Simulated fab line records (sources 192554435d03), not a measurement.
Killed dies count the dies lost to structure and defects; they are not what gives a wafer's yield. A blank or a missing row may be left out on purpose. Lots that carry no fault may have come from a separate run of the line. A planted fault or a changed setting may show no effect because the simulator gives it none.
8D (eight disciplines) problem report, filled in by code + flow n5_finfet + the parts of the form that need people (team, actions taken, sign-off) are left out

1. PROBLEM STATEMENT
susceptor_temp_C at N5_BEOL_M4_ILD_DEP_00 reads a mean of 346.11 C on 1 wafer of 1 lot; wafers without a fault read 350.00 C with a standard deviation of 0.22. Measured from the usual mean, that is -18 standard deviations.
The step: deposits SiOC from DEMS/O2, target thk 79 nm, time 15.3 s.
The first sign was on wafer L920.6 at day 10 18:28, on pecvd-02. The record has a number at this step for 29 wafers belonging to 10 lots. Rule for "out" (also "out of limits"): further than 4 standard deviations from the usual mean. The other wafers with a number count as sound.

2. WHAT THIS IS AND IS NOT
| question                    | is                | is not                                                                                 |
|-----------------------------|-------------------|----------------------------------------------------------------------------------------|
| which readings at this step | susceptor_temp_C  | chamber_pressure_Torr, heater_power_w, showerhead_plenum_p_Torr, throttle_valve_pct    |
| which lots                  | L920              | L910, L912, L913, L917, L918, L924, L927, L928, L931                                   |
| which wafers of those lots  | L920.6            | L920.3                                                                                 |
| read on which tools         | pecvd-02          | pecvd-01, pecvd-03                                                                     |
| when                        | from day 10 18:28 | up to then (16 sound wafers); but 12 sound wafers of L924, L927, L928, L931 came after |

3. SUSPECTS, AND WHAT RULES EACH OUT
Counting: any tool at a process step up to the reading remains a suspect provided it ran every lot that is out. Sound lots after the first of them don't rule it out here, since some wafers of a struck lot are sound.
- pecvd-02 at N5_BEOL_M4_ILD_DEP_00 (deposits SiOC from DEMS/O2, target thk 79 nm, time 15.3 s): kept. It ran the lot that is out, L920 (day 10 18:28); its last sound lot up to then is L918 (day 10 06:28). On those wafers its own readings are out: susceptor_temp_C.
- Within pecvd-02 at N5_BEOL_M4_ILD_DEP_00, the wafers that are out were processed in chamber 0 and their sound lot-mates in chamber 1.
Left after counting: pecvd-02 at N5_BEOL_M4_ILD_DEP_00.

4. THE CAUSE (what the simulator had put in)
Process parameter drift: pecvd-02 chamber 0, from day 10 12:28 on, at N5_BEOL_M4_ILD_DEP_00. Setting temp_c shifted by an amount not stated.
Counting left only this tool.

5. SEQUENCE OF EFFECTS, ordered by route
Each row: a reading where the mean over the struck wafers with a number is more than 3 standard deviations away from the usual. Only readings for which the record gives a usual standard deviation are gone through. hours: the time from each lot's start at the first step in this table that gives one to its start at this step, as a median over the lots. sigmas: the change in usual standard deviations.
| hours | step                  | reading          | usual    | on struck wafers | change | sigmas |
|-------|-----------------------|------------------|----------|------------------|--------|--------|
| 0     | N5_BEOL_M4_ILD_DEP_00 | susceptor_temp_C | 350.00 C | 346.11           | -3.89  | -18    |
The process steps in it:
- N5_BEOL_M4_ILD_DEP_00: deposits SiOC from DEMS/O2, target thk 79 nm, time 15.3 s.
At these later measuring or inspecting steps, every struck wafer for which the step has a row has a number for every such reading, and none has moved that far: N5_BEOL_M4_THK_MEAS_01, N5_BEOL_M4_RC_MEAS_101.

6. WHAT WOULD HAVE CAUGHT IT SOONER
First out-of-limits reading in this record: day 10 18:28, which is 6 hours after fault onset at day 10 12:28.
